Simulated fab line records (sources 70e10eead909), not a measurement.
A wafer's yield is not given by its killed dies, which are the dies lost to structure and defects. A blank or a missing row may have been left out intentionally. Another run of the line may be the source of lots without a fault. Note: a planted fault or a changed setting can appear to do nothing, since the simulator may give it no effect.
Chamber matching | flow nandHarc | cmp-04 running NHARC_P_M2_CMP_23: 4 sister chambers
The step polishes, t overpolish 20 s, target thk 144.3 nm. 4 wafers are shown with their chamber, then 8 later ones without.

## WAFERS WITH THEIR CHAMBER
wafer  | chamber | motorCurrentA (A)
L126.1 | 1       | 13.9
L126.6 | 0       | 12.8
L130.4 | 2       | 12.0
L132.1 | 3       | 11.1

## WAFERS WHOSE CHAMBER IS MISSING
wafer  | motorCurrentA (A)
L132.5 | 11.0
L132.6 | 12.5
L133.2 | 10.9
L133.4 | 12.0
L133.6 | 12.2
L144.1 | 13.9
L144.3 | 11.9
L144.5 | 12.1

## THE CHAMBER EACH PASSED THROUGH
wafer  | from the rows above     | in truth
L132.5 | 3                       | 3
L132.6 | can't be placed: 0 or 2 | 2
L133.2 | 3                       | 3
L133.4 | 2                       | 2
L133.6 | 2                       | 2
L144.1 | 1                       | 1
L144.3 | 2                       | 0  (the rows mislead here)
L144.5 | 2                       | 2
Placed correctly: 6 of 8. Unplaceable from these rows: 1, with the true chamber sitting among the candidates in 1. 1 placed wrongly.
How it was worked out, from the rows above alone: a wafer's distance from a chamber is the root of the sum, over the readings, of the square of ((its reading less the chamber's mean) divided by the reading's scatter). If the next closest chamber is less than 2 further off than the closest, the wafer can't be placed; otherwise it belongs to the closest. A chamber's mean is the mean of its shown wafers. The scatter: with one shown wafer a chamber, the root of the mean of the squares of how far each hidden wafer lies from its nearest shown one.
